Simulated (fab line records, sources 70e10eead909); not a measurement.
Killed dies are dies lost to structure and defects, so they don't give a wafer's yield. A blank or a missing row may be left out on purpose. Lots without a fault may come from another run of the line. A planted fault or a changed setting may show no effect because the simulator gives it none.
fab line records | flow nand_harc
record lots=6 wafers=18 last_day=32
route steps=1302 shown P_M0@282 P_M1@285 END@1302
lots that met no fault: from a run of the same line without faults
start_h: hours from the record's first day to the start of the lot's first wafer shown | wait_h: hours since the lot's step before | " the same as in the row above | L1.1+2: a row that stands for several wafers | - no value, or no start given | * or withheld: withheld | < > ~ a bound
route shown NAME@n: a module of which the file shows steps, and the number in the route of the first | usual: mean/standard deviation of fault-free wafers | same: alike in all rows | chamber/n: place in a boat | sites: the reading at each site | _std_site: their standard deviation | _edge_site: outer sites' mean less inner sites' | radius_mm: how far each site lies from the wafer's centre | mask NAME#n: copy n | behind: the tool/chamber that last shaped the wafer | hold: why the lot was held/for how many hours/how that ended | device: the transistor (n, p or np) that didn't switch | end of line: the same wafers' tests at the end of the route | a step without rows: its recipe alone | killed: dies lost to structure and defects at the first sort, not the wafer's yield | map: a wafer's dies, x killed, . not, _ none there
set.NAME: the setting as run; set.NAME@STEP: as run at that earlier step | model.NAME: the simulator's own value behind a step, which no gauge read
lots at some steps of the route; a table a step, a row a wafer
services: from which hour (start_h, from the record's first day; less than 0 if before it) a tool's chamber was out of use, for how many hours, and why
## steps
# step NHARC_P_M0_INSPECT_27
# usual raw_defect_count=298/120
# columns lot.wafer tool chamber start_h wait_h raw_defect_count
L705.3 defect_inspect-02 - 124.48 0.0 247
L705.4 " - " " 372
L705.5 " - " " 235
L706.2 defect_inspect-02 - 138.96 0.0 250
L706.3 " - " " 316
L706.6 " - " " 170
L715.2 defect_inspect-01 - 228.17 0.0 384
L715.3 " - " " 210
L715.6 " - " " 308
L718.4 defect_inspect-02 - 251.01 0.0 186
L718.5 " - " " 363
L718.6 " - " " 172
L724.3 defect_inspect-01 - 314.09 0.0 310
L724.4 " - " " 215
L724.6 " - " " 290
L727.2 defect_inspect-01 - 343.33 0.0 195
L727.3 " - " " 307
L727.5 " - " " 266
# step NHARC_P_M0_PRE_CLEAN_31
# recipe time_s=12 temp_c=370 rf_power_w=300 gas=NH3
# usual heater_power_w=649/76
# same time_s=12
# columns lot.wafer tool chamber start_h wait_h heater_power_w
L705.3 pecvd-01 0 124.57 0.1 594
L705.4 " 2 " " 797
L705.5 " 0 " " 592
L706.3 pecvd-04 0 139.02 0.1 762
L706.2 " 1 " " 637
L706.6 " 1 " " 635
L715.2 pecvd-01 1 228.23 0.1 637
L715.3 " 2 " " 727
L715.6 " 0 " " 653
L718.4 pecvd-01 0 251.11 0.1 637
L718.6 " 1 " " 576
L718.5 " 2 " " 666
L724.3 pecvd-02 2 314.17 0.1 702
L724.4 " 2 " " 716
L724.6 " 0 " " 557
L727.2 pecvd-02 1 343.41 0.1 679
L727.3 " 2 " " 702
L727.5 " 2 " " 711
# step NHARC_P_M0_DEP_32
# recipe target_thk_a=300 temp_c=370 target_thk_nm=30 pressure_torr=3 flow_sccm=200 rf_w=450 material=SiCN
# usual heater_power_w=600/72
# columns lot.wafer tool chamber start_h wait_h heater_power_w
L705.3 pecvd-01 0 124.71 0.1 491
L705.4 " 2 " " 604
L705.5 " 0 " " 497
L706.3 pecvd-04 0 139.10 0.1 654
L706.2 " 1 " " 595
L706.6 " 1 " " 571
L715.2 pecvd-01 1 228.31 0.1 556
L715.3 " 2 " " 619
L715.6 " 0 " " 585
L718.4 pecvd-01 0 251.28 0.2 498
L718.6 " 1 " " 528
L718.5 " 2 " " 582
L724.3 pecvd-02 2 314.28 0.1 672
L724.4 " 2 " " 671
L724.6 " 0 " " 585
L727.2 pecvd-02 1 343.52 0.1 663
L727.3 " 2 " " 658
L727.5 " 2 " " 666
# step NHARC_P_M1_DEP_00
# recipe target_thk_a=1825 target_thk_nm=182.5 temp_c=withheld pressure_torr=5 flow_sccm=200 rf_w=600 material=SiOC
# step NHARC_P_M1_DEHYDRATE_01
# recipe temp_c=150 time_s=120
# step NHARC_P_M1_HMDS_02
# recipe time_s=30
# step NHARC_P_M1_COAT_34
# recipe temp_c=200 time_s=65
# step NHARC_P_M1_COAT_03
# recipe spin_rpm=1500 resist_thk_nm=90
# step NHARC_P_M1_SOFTBAKE_04
# recipe temp_c=105 time_s=55
# step NHARC_P_M1_EBR_05
# step NHARC_P_M1_EXPOSE_06
# recipe na=1.35 target_cd_nm=130 dose_mj=81.88 mask_id=P_M1
# step NHARC_P_M1_PEB_07
# recipe peb_temp_c=100 peb_time_s=65
# step NHARC_P_M1_DEVELOP_08
# recipe develop_time_s=35 dev_temp_c=23
# usual developer_temp_C=23.03/0.1
# columns lot.wafer tool chamber start_h wait_h developer_temp_C
L705.3 litho_track-06 0 125 - 23.16
L705.4 " 0 " " 22.89
L705.5 " 0 " " 23.11
L706.2 litho_track-01 0 140 - 23.30
L706.3 " 0 " " 23.23
L706.6 " 0 " " 23.26
L715.2 litho_track-06 0 229 - 24.07
L715.3 " 0 " " 23.88
L715.6 " 0 " " 24.04
L718.4 litho_track-06 0 252 - 23.93
L718.5 " 0 " " 23.95
L718.6 " 0 " " 24.07
L724.3 litho_track-01 0 315 - 23.15
L724.4 " 0 " " 23.03
L724.6 " 0 " " 23.16
L727.2 litho_track-04 0 344 - 22.96
L727.3 " 0 " " 22.97
L727.5 " 0 " " 22.94
# step NHARC_P_M1_CD_MEAS_09
# recipe target_cd_nm=130 landing_energy_ev=500
# usual cd_nm=129.9/0.74
# columns lot.wafer tool chamber start_h wait_h cd_nm
L705.3 cd_sem-01 0 125.89 - 128.7
L705.4 " 0 " " 129.7
L705.5 " 0 " " 130.3
L706.2 cd_sem-02 0 140.33 - 131.1
L706.3 " 0 " " 130.3
L706.6 " 0 " " 129.7
L715.2 cd_sem-03 0 229.57 - 130.9
L715.3 " 0 " " 129.8
L715.6 " 0 " " 130.0
L718.4 cd_sem-01 0 252.28 - 129.6
L718.5 " 0 " " 129.9
L718.6 " 0 " " 129.2
L724.3 cd_sem-01 0 315.49 - 131.0
L724.4 " 0 " " 129.7
L724.6 " 0 " " 129.8
L727.2 cd_sem-03 0 344.75 - 130.6
L727.3 " 0 " " 129.9
L727.5 " 0 " " 129.8
# step NHARC_END_SORT_01
# recipe temp_c=25
# usual defect_limited_yield=91.0/2.8 killed_at_array=56/19 killed_at_other=0.6/1 killed_at_periphery=3.9/2.7 killed_dies=61/19 killed_open=3.3/1.9 killed_short=2.4/1.7
# same gross_dies=677
# columns lot.wafer tool chamber start_h wait_h defect_limited_yield[%] killed_at_array killed_at_other killed_at_periphery killed_dies killed_open killed_short
L705.3 prober-01 0 567.71 3.1 90.1 58 0 9 67 4 2
L705.4 prober-01 0 568.51 3.4 90.4 56 0 9 65 7 1
L705.5 prober-01 0 569.32 3.7 92.2 45 0 8 53 2 3
L706.2 prober-01 0 586.76 2.8 96.9 21 0 0 21 4 1
L706.3 prober-01 0 587.56 3.1 95.1 27 0 6 33 0 2
L706.6 prober-01 0 589.97 4.0 95.3 31 0 1 32 5 1
L715.2 prober-02 0 667.31 2.8 87.6 81 2 1 84 5 0
L715.3 prober-02 0 668.11 3.1 87.0 85 1 2 88 2 3
L715.6 prober-02 0 670.50 4.0 87.4 82 1 2 85 3 3
L718.4 prober-02 0 685.65 3.5 89.5 69 0 2 71 4 2
L718.5 prober-02 0 686.47 3.8 87.1 82 1 4 87 4 9
L718.6 prober-02 0 687.29 4.1 91.9 52 0 3 55 4 2
# killed by level:class
L705.3 A_CHANNEL_HOLE_D1:chamber_film_flake=27 A_CHANNEL_HOLE_D2:chamber_film_flake=9 A_CONTACT:chamber_film_flake=7 A_STAIRCASE:chamber_film_flake=5 P_ZERO_WELL:chamber_film_flake=4 P_M1:chamber_film_flake=4 A_SOURCE_PLATE:geometric_particle:open=1 A_CHANNEL_FILL_D1:geometric_particle:short=1
L705.4 A_CHANNEL_HOLE_D1:chamber_film_flake=39 P_M1:chamber_film_flake=4 A_CHANNEL_HOLE_D2:chamber_film_flake=3 A_CONTACT:chamber_film_flake=3 P_CONTACT:geometric_particle:open=2 P_ZERO_WELL:chamber_film_flake=2 A_ZERO_WELL:chamber_film_flake=2 A_DECK1_JOINT:chamber_film_flake=2
L705.5 A_CHANNEL_HOLE_D1:chamber_film_flake=32 P_ZERO_WELL:chamber_film_flake=4 A_CHANNEL_HOLE_D2:chamber_film_flake=4 A_CONTACT:chamber_film_flake=3 P_CONTACT:geometric_particle:short=2 A_WL_FILL:geometric_particle:open=2 P_M1:chamber_film_flake=2 A_ONON_D1:geometric_particle:short=1
L706.2 A_CHANNEL_HOLE_D2:chamber_film_flake=8 A_STAIRCASE:chamber_film_flake=4 A_BLC:geometric_particle:open=2 A_CONTACT:unspecified=2 A_DECK1_JOINT:geometric_particle:short=1 A_ONON_D2:geometric_particle:open=1 A_M0:geometric_particle:open=1 A_WL_FILL:chamber_film_flake=1
L706.3 A_CHANNEL_HOLE_D2:chamber_film_flake=10 A_STAIRCASE:chamber_film_flake=5 P_BONDPAD:chamber_film_flake=4 A_CONTACT:unspecified=4 A_CONTACT:chamber_film_flake=4 A_SLIT:geometric_particle:short=1 A_WL_FILL:geometric_particle:short=1 P_GATE:chamber_film_flake=1
L706.6 A_CHANNEL_HOLE_D2:chamber_film_flake=8 A_STAIRCASE:chamber_film_flake=7 A_CONTACT:chamber_film_flake=5 A_WL_FILL:geometric_particle:open=2 A_CHANNEL_FILL_D1:geometric_particle:short=1 A_DECK1_JOINT:geometric_particle:open=1 A_CHANNEL_FILL_D2:geometric_particle:open=1 A_M0:geometric_particle:open=1
L715.2 A_SLIT:chamber_film_flake=35 A_CHANNEL_HOLE_D1:chamber_film_flake=27 A_CHANNEL_HOLE_D2:chamber_film_flake=11 THIN_TSV:chamber_film_flake=2 A_CONTACT:chamber_film_flake=2 A_SOURCE_PLATE:geometric_particle:open=1 A_ONON_D1:geometric_particle:open=1 A_DECK1_JOINT:geometric_particle:open=1
L715.3 A_SLIT:chamber_film_flake=33 A_CHANNEL_HOLE_D1:chamber_film_flake=28 A_CHANNEL_HOLE_D2:chamber_film_flake=11 A_STAIRCASE:chamber_film_flake=3 P_GATE:chamber_film_flake=2 A_CONTACT:chamber_film_flake=2 A_M1:chamber_film_flake=2 A_SOURCE_PLATE:geometric_particle:open=1
L715.6 A_CHANNEL_HOLE_D1:chamber_film_flake=33 A_SLIT:chamber_film_flake=32 A_CHANNEL_HOLE_D2:chamber_film_flake=8 A_CONTACT:chamber_film_flake=2 A_CHANNEL_HOLE_D1:geometric_particle:short=1 A_CHANNEL_HOLE_D2:geometric_particle:open=1 A_SGD_CUT:geometric_particle:open=1 A_WL_FILL:geometric_particle:short=1
L718.4 A_CHANNEL_HOLE_D1:chamber_film_flake=30 A_CHANNEL_HOLE_D2:chamber_film_flake=17 A_CONTACT:chamber_film_flake=10 A_STAIRCASE:chamber_film_flake=4 A_ONON_D1:geometric_particle:open=2 A_M0:chamber_film_flake=2 P_CONTACT:geometric_particle:open=1 A_DECK1_JOINT:geometric_particle:open=1
L718.5 A_CHANNEL_HOLE_D2:chamber_film_flake=29 A_CHANNEL_HOLE_D1:chamber_film_flake=28 A_WL_FILL:chamber_film_flake=5 A_CONTACT:chamber_film_flake=4 A_STAIRCASE:chamber_film_flake=3 P_CONTACT:geometric_particle:open=2 A_M0:chamber_film_flake=2 A_ONON_D2:geometric_particle:short=2
L718.6 A_CHANNEL_HOLE_D1:chamber_film_flake=27 A_CHANNEL_HOLE_D2:chamber_film_flake=10 A_STAIRCASE:chamber_film_flake=3 A_WL_FILL:chamber_film_flake=2 A_M0:chamber_film_flake=2 P_CONTACT:geometric_particle:open=1 A_CHANNEL_FILL_D1:geometric_particle:open=1 A_DECK1_JOINT:geometric_particle:short=1
## services
# columns tool chamber start_h hours kind
pecvd-01 - 130.00 13.0 pm
pecvd-01 0 130.00 13.0 vent_cycle
pecvd-01 1 130.00 13.0 vent_cycle
pecvd-01 2 130.00 13.0 vent_cycle
pecvd-01 0 143.00 - clean
pecvd-01 1 143.00 - clean
pecvd-01 2 143.00 - clean
pecvd-01 - 152.84 1.4 repair
litho_track-01 - 155.00 7.0 pm
litho_track-06 - 179.00 7.0 pm
pecvd-04 2 194.46 7.9 repair
litho_track-04 - 203.00 7.0 pm
pecvd-02 - 227.30 13.0 pm
pecvd-04 - 269.04 13.0 pm
pecvd-02 - 269.78 1.2 repair
pecvd-01 - 311.23 13.0 pm
pecvd-01 0 311.23 13.0 vent_cycle
pecvd-01 1 311.23 13.0 vent_cycle
pecvd-01 2 311.23 13.0 vent_cycle
pecvd-01 0 324.23 - clean
pecvd-01 1 324.23 - clean
pecvd-01 2 324.23 - clean
pecvd-04 0 324.58 17.6 repair
litho_track-01 - 330.00 7.0 pm
## key
first_sign step=NHARC_P_M1_DEVELOP_08 reading=developer_temp_C direction=up sigmas=9.7 usual=* struck=*
effect none on later readings
met_at NHARC_P_M1_DEVELOP_08
struck_wafers L715.2,L715.3,L715.6,L718.4,L718.5,L718.6
loop_trim step=NHARC_P_M1_EXPOSE_06 setting=dose lots=L718
onset_between 125 229
fault kind=process_parameter_drift tool=litho_track-06 chamber=- onset_h=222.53 steps=NHARC_P_M1_DEVELOP_08 channel=dev_temp_c offset=* shape=step end_h=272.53 acts_in=* stated=*
# loop_trim: a control loop set the setting to another value than it would have without faults
